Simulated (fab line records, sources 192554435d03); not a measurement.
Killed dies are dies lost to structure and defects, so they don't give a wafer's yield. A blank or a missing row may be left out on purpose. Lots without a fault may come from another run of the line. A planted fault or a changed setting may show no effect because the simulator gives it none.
A struck lot beside a sound one | flow n5_finfet | 16 steps out of a route of 1938
Sound: wafers L567.1, L567.2, L567.6. Struck: wafers L584.1, L584.4, L584.5. The cause comes at the end.
At each step with rows: each side's tool, then ch and its chambers, then its first start. Under that, the readings that differ: sound wafers | struck wafers | difference of the means | sigmas: that difference in standard deviations of wafers without a fault.
alike: readings whose means differ by less than 2 such deviations, and words and numbers that are the same on both sides. not compared: withheld readings, readings that some wafer has no value for, bounds like >300 that may hide the same value, and numbers for which the record gives no deviation and whose values overlap.
The two part at a step that has a row with sigmas, a row that says differs or no value, or rows on one side only. Numbers that don't overlap but have no deviation are shown without sigmas and don't part them. A reading that every wafer of one side lacks parts them only if that side has two wafers or more.

first, 11 steps without rows for these wafers: N5_BEOL_M0_SAQP_STRIP_115 (strips in post etch residue remover, time 60 s); N5_BEOL_M0_SAQP_SRD_93 (time 30 s); N5_BEOL_M0_SAQP_RECESS_114 (chemistry HF/NH3, target SiO2, target depth 14.4 nm, afs cycles 3, sublimation time 60 s); N5_BEOL_M0_SAQP_SPACER1_ALD_98 (deposits SiO2, target thk 12.8 nm, pulse time 1 s, purge time 2 s); N5_BEOL_M0_SAQP_SPACER1_ETCHBACK_99 (etches SiO2 in CHF3/O2, target depth 15.4 nm, time 7.7 s); N5_BEOL_M0_SAQP_MANDREL1_REMOVE_100 (chemistry HBr/Cl2/O2, target a-Si, stops on SiNx, bt time 10 s); N5_BEOL_M0_SAQP_ETCH_101 (etches SiNx in CH3F/O2, target depth 29.9 nm, time 42.7 s); N5_BEOL_M0_SAQP_ETCH_102 (etches SiO2 in CF4, target depth 4 nm, time 4.4 s); N5_BEOL_M0_SAQP_MANDREL_ETCH_103 (etches a-Si in HBr/Cl2, stops on SiCN, target depth 45 nm, bt time 10 s, time 27 s); N5_BEOL_M0_SAQP_RECESS_104 (chemistry HF/NH3, target SiO2, target depth 18 nm, afs cycles 3, sublimation time 60 s); N5_BEOL_M0_SAQP_COAT_105 (time 60 s, resist thk 100 nm).
N5_BEOL_M0_SAQP_ETCH_106: etches SOC in N2/H2, stops on SiNx, target depth 150 nm.
  sound on rie_diel-04 ch 0,1,3, day 6 11:24; struck on rie_diel-05 ch 0,2, day 10 13:52
  no value came back on the struck wafers for any of 7 readings (bias_w (W), chamber_pressure_mTorr (mTorr) and others); on the sound wafers bias_w (W) reads 60.83 60.71 61.28
  reading                                        | sound          | struck         | difference | sigmas
  model.SOC_of_BEOL_M0_SAQP_COAT_105.thk_nm (nm) | 22.6 23.2 23.8 | 99.8 99.8 99.6 | +76.5      |
  not compared: rf_hours_counter_h
N5_BEOL_M0_SAQP_ETCH_107: etches SiNx in CH3F/O2, target depth 30 nm.
  sound on rie_diel-04 ch 0,1,3, day 6 11:28; struck on rie_diel-05 ch 0,2, day 10 13:56
  reading                                        | sound          | struck       | difference | sigmas
  drypump_motor_current_A (A)                    | 5.9 5.8 5.8    | 4.7 5.5 4.7  | -0.9       | -2
  model.SOC_of_BEOL_M0_SAQP_COAT_105.thk_nm (nm) | 11.8 12.2 12.8 | 89 88.6 88.8 | +77        |
  alike: CH3F_flow_sccm, O2_flow_sccm, oes_product_au, rf_vpp_V, showerhead_plenum_p_Torr, throttle_valve_pct
  not compared: rf_hours_counter_h
then, 1 step without rows for these wafers: N5_BEOL_M0_SAQP_STRIP_108 (strips in N2/H2).
N5_BEOL_M4_RC_MEAS_101:
  the record has rows for the sound wafers here (prober-02 ch 0, day 10 10:07) and none for the struck ones
-- the record jumps here: 8 days lie between the struck wafers' starts before and after (it left off in module BEOL_M4 and takes up again in module PASSIVATION, whose first step shown is number 1936 of the route) --
N5_PASSIVATION_PROBE_49:
  sound on prober-01, day 15 17:34; struck on prober-02, day 18 06:18
  reading                  | sound          | struck         | difference | sigmas
  defect_limited_yield (%) | 91.2 91.4 92.7 | 0 0 0          | -92        | -76
  killed_at_M0_to_M3       | 27 38 11       | 1107 1115 1112 | +1086      | +99
  killed_dies              | 104 101 86     | 1180 1180 1180 | +1083      | +72
  killed_on_rim            | 13 15 11       | 152 152 152    | +139       | +39
  sort_bin_5_function (%)  | 5.0 5.1 5.2    | 96.1 96.3 96.2 | +91.1      | +99 or more
  sort_n_pass              | 1076 1079 1094 | 0 0 0          | -1083      | -72
  sort_yield_pct (%)       | 91.2 91.4 92.7 | 0 0 0          | -92        | -76
  alike: killed_at_M4_up, killed_at_contacts, killed_at_front_end, killed_at_other, killed_open, killed_short, sort_bin_6_memory

WHERE THEY PART
First at N5_BEOL_M0_SAQP_ETCH_106; last, within this record, at N5_PASSIVATION_PROBE_49.

WHY: what the simulator had put in
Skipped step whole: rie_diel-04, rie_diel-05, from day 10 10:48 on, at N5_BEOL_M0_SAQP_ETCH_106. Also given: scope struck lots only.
